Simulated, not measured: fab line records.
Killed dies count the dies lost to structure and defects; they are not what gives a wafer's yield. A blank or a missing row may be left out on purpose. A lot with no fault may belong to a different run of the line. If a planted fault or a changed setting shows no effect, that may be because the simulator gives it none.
A lot that was struck, set against a sound lot || flow nand-harc || 16 out of 1302 route steps
Sound: these wafers, L920.3, L920.4, L920.5. The struck wafers were L924.1, L924.3, L924.6. The cause comes at the end.
Per side, at each step with rows, come the tool, then ch with its chambers, and then its first start. Under that, the readings that differ: sound wafers || struck wafers || difference of the means || sigmas: that difference in standard deviations of wafers without a fault.
alike: same words and numbers on both sides, and readings whose means sit less than 2 such deviations apart. not compared: any withheld reading, any reading some wafer has no value for, any bound like >300 that may hide the same value, and any number with overlapping values for which the record gives no deviation.
The two part at a step that has a row with sigmas, a row that says differs or no value, or rows on one side only. When numbers do not overlap yet have no deviation, they are printed without sigmas and do not part them. A reading missing from all wafers of one side parts the sides only when that side holds two or more wafers.

NHARC_A_STAIRCASE_CMP_472: polishes SiO2.
  sound on cmp-02 ch 0,2,3, day 25 12:19; struck on cmp-02 ch 1,2,3, day 27 06:54
  alike: motor-current-A
after that, 1 step had no rows for these wafers: NHARC_A_STAIRCASE_SRD_474.
NHARC_A_STAIRCASE_INSPECT_155:
  struck on defect-inspect-01, day 27 07:14; sound on defect-inspect-01, day 25 12:38
  alike: raw-defect-count
NHARC_A_SGD_CUT_DEP_00: deposits SiNx, target thk 50 nm.
  sound on pecvd-02 ch 0,2, day 25 12:43; struck on pecvd-03 ch 1,2, day 27 07:28
  alike: heater-power-outer-w, heater-power-w
then, 7 steps without rows for these wafers: NHARC_A_SGD_CUT_DEHYDRATE_01 (time 120 s); NHARC_A_SGD_CUT_HMDS_02 (time 30 s); NHARC_A_SGD_CUT_COAT_56 (time 75 s); NHARC_A_SGD_CUT_COAT_57 (time 65 s); NHARC_A_SGD_CUT_COAT_03 (resist thk 90 nm); NHARC_A_SGD_CUT_SOFTBAKE_04 (time 55 s); NHARC_A_SGD_CUT_EBR_05.
NHARC_A_SGD_CUT_EXPOSE_06: exposes mask SGD.
  sound on arfi-scanner-02 ch 0, day 25 13:25; struck on arfi-scanner-01 ch 0, day 27 08:02
{"reading": "exposure-dose-mJ-cm2", "sound": "85.3 85.4 85.3", "struck": "70.9 70.8 71.0", "difference": -14.4, "sigmas": -20}
  alike: mask
then, 2 steps without rows for these wafers: NHARC_A_SGD_CUT_PEB_07 (peb time 65 s); NHARC_A_SGD_CUT_DEVELOP_08 (develop time 35 s).
NHARC_A_SGD_CUT_CD_MEAS_09: the cd target is 100 nm.
  sound on cd-sem-02 ch 0, day 25 13:33; struck on cd-sem-01 ch 0, day 27 08:10
{"reading": "cd-nm (nm)", "sound": "100.3 100.6 100.6", "struck": "87.1 86.6 86.6", "difference": -13.7, "sigmas": -24}
NHARC_A_SGD_CUT_OVL_MEAS_10:
  struck on overlay-01, day 27 08:15; sound on overlay-01, day 25 13:38
  alike: overlay-x-nm, overlay-y-nm

## WHERE THEY PART
Last at NHARC_A_SGD_CUT_CD_MEAS_09 as far as this record goes, first at NHARC_A_SGD_CUT_EXPOSE_06. Later steps at which nothing parts them and some readings are alike: NHARC_A_SGD_CUT_OVL_MEAS_10.

WHY: whatever the simulator had introduced
Process parameter drift: arfi-scanner-01, from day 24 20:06 on, at NHARC_A_SGD_CUT_EXPOSE_06. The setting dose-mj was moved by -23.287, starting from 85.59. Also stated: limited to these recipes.
